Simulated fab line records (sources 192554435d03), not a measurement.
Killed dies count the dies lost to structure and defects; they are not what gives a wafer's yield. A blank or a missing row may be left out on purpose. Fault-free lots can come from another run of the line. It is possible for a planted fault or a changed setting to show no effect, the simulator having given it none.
Split-lot study -- flow n5 finfet -- on a route of 1938 steps: 7 lots, 21 wafers read

== SPLIT DETAILS ==
At N5_BEOL_M7_DESCUM_33 (chemistry O2, time 7 s), the setting time s was moved away from the recipe's 7 s on 8 of the 21 wafers read, by -20.0% to +14.6%. All remaining wafers had this setting at the recipe value.

Split to reading: the file shows no intervening step.

== THE READING ==
CAR-EUV_of_BEOL_M7_COAT_22.thk nm (the simulator's own value, which no gauge read), in nm, at N5_BEOL_M7_ETCH_72 (etches underlayer in N2/H2, target depth 6.5 nm, time 5.2 s). The file gives no usual value for it. The 13 wafers here that ran the recipe average 20.3 nm, standard deviation 0.19 nm.

wafer,"tool, chamber at the split","time s as run, s",against the recipe,"CAR-EUV_of_BEOL_M7_COAT_22.thk nm, nm",against lot-mates on the recipe
L075.2,"rie diel-03, 1,3",8.021,+14.6%,19.8,-0.4
L075.3,"rie diel-03, 3",7,recipe,20.2,-
L075.5,"rie diel-03, 1,3",8.021,+14.6%,19.6,-0.6
L083.1,"rie diel-01, 1",7,recipe,20,-
L083.2,"rie diel-01, 0",7,recipe,20.4,-
L083.5,"rie diel-01, 0",7,recipe,20.2,-
L087.2,"rie diel-03, 1,3",5.601,-20.0%,21,+1.0
L087.5,"rie diel-03, 2",7,recipe,20,-
L087.6,"rie diel-03, 1,3",5.601,-20.0%,20.8,+0.8
L089.2,"rie diel-03, 1",5.616,-19.8%,21,+0.6
L089.6,"rie diel-03, 1",5.616,-19.8%,21,+0.6
L089.5,"rie diel-03, 0",7,recipe,20.4,-
L093.1,"rie diel-03, 1,2,3",7,recipe,20.4,-
L093.2,"rie diel-03, 1,2,3",7,recipe,20.2,-
L093.5,"rie diel-03, 1,2,3",7,recipe,20.2,-
L094.1,"rie diel-01, 1,0,2",7,recipe,20.4,-
L094.3,"rie diel-01, 1,0,2",7,recipe,20.6,-
L094.4,"rie diel-01, 1,0,2",7,recipe,20.6,-
L095.4,"rie diel-02, 2",7,recipe,20.4,-
L095.5,"rie diel-02, 2,3",5.649,-19.3%,21,+0.6
L095.6,"rie diel-02, 2,3",5.649,-19.3%,21.2,+0.8
Rows listing several chambers each stand for several wafers; the file does not say which wafer went through which chamber.

THE FIT
A straight line over all 21 wafers: CAR-EUV_of_BEOL_M7_COAT_22.thk nm changes by -0.0366 nm for each +1% of time s; r = -0.92; the points scatter about the line by 0.17 nm.
The same after taking each lot's own level away (the mean of its wafers on the recipe; 21 wafers): -0.0366 nm for each +1%; r = -0.96; scatter 0.12 nm.
Per that fit: largest time s move, reading shift of 0.73 nm.
The span of the lots' own levels, 20.00 to 20.53 nm, comes to 2.9 times the standard deviation stated above.
Consequently the slope shifts little with the lot-to-lot level, the two slopes agreeing.
Check: with one of the wafers moved furthest among these (-20.0%) left out of the fit, the line predicts +0.691 nm for it against its lot-mates. It came out at +1 nm against them.

== FURTHER SPLITS ON THESE WAFERS ==
Note: prior to the reading, these wafers also went through further splits. Each is held against what the fit with the lots' levels taken away leaves over:
other split on the same wafers,wafers away from the commonest value,r with CAR-EUV_of_BEOL_M7_COAT_22.thk nm (lot level and that fit taken away)
N5_BEOL_M5_EXPOSE_25 dose mj,7,-0.29
N5_BEOL_M5_ETCH_68 bias w,11,-0.23
N5_BEOL_M6_ILD_DEP_00 time s,6,-0.09
N5_BEOL_M6_EXPOSE_08 dose mj,9,+0.04

== THE WHOLE CHAIN: every reading that the file lists as answering this split, in the file's order ==
step,what it does,reading,change (the file's fit),r (the file's)
N5_BEOL_M7_DESCUM_33,"chemistry O2, time 7 s","CAR-EUV_of_BEOL_M7_COAT_22.thk nm (the simulator's own value, which no gauge read)",-0.035 nm for each +1% of the setting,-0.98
N5_BEOL_M7_ETCH_72,"etches underlayer in N2/H2, target depth 6.5 nm, time 5.2 s","CAR-EUV_of_BEOL_M7_COAT_22.thk nm (the simulator's own value, which no gauge read)",-0.0368 nm for each +1% of the setting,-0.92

== FILE'S OWN FIT ==
CAR-EUV_of_BEOL_M7_COAT_22.thk nm changes by -0.0368 nm for each +1% of time s, r = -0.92.
